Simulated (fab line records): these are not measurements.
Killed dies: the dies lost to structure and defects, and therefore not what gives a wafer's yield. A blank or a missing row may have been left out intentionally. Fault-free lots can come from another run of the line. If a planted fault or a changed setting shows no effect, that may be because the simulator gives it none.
Chamber matching | flow nand-harc | pecvd-02 running NHARC_A_ONON_D1_DEP_33: 3 sister chambers
The step deposits SiO2, target thk 200 nm. 6 wafers are shown with their chamber, then 9 later ones without.

WAFERS PAIRED WITH THEIR CHAMBERS
wafer  | chamber | throttle-valve-pct (%) | heater-power-w (W)
L685.4 | 2       | 15.4                   | 439
L686.1 | 1       | 16.2                   | 579
L686.2 | 2       | 15.2                   | 542
L687.2 | 0       | 15.4                   | 349
L687.3 | 1       | 16.4                   | 579
L687.6 | 0       | 15.3                   | 367

WAFERS WHOSE CHAMBER IS MISSING
wafer  | throttle-valve-pct (%) | heater-power-w (W)
L697.1 | 15.6                   | 426
L697.2 | 15.3                   | 516
L697.5 | 15.6                   | 438
L698.3 | 15.5                   | 441
L698.4 | 16.6                   | 623
L698.6 | 15.4                   | 320
L699.1 | 16.7                   | 561
L699.2 | 15.2                   | 445
L699.6 | 16.8                   | 578

THE CHAMBER EACH PASSED THROUGH
wafer  | from the rows above     | in truth
L697.1 | can't be placed: 0 or 2 | 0
L697.2 | 2                       | 2
L697.5 | can't be placed: 2 or 0 | 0
L698.3 | can't be placed: 2 or 0 | 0
L698.4 | 1                       | 1
L698.6 | 0                       | 0
L699.1 | 1                       | 1
L699.2 | can't be placed: 2 or 0 | 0
L699.6 | 1                       | 1
Correctly placed: 5 of 9. From these rows, 4 cannot be placed; in 4 the true chamber is one of the candidates. 0 placed wrongly.
How it was worked out, from the rows above alone: a wafer's distance from a chamber is the root of the sum, over the readings, of the square of ((its reading less the chamber's mean) divided by the reading's scatter). If the next closest chamber is less than 2 further off than the closest, the wafer can't be placed; otherwise it belongs to the closest. The mean given for a chamber averages the wafers shown for that chamber. The scatter: take each reading less its chamber's mean, square it, sum over the shown wafers, divide by the number of wafers less the number of chambers, and take the root.
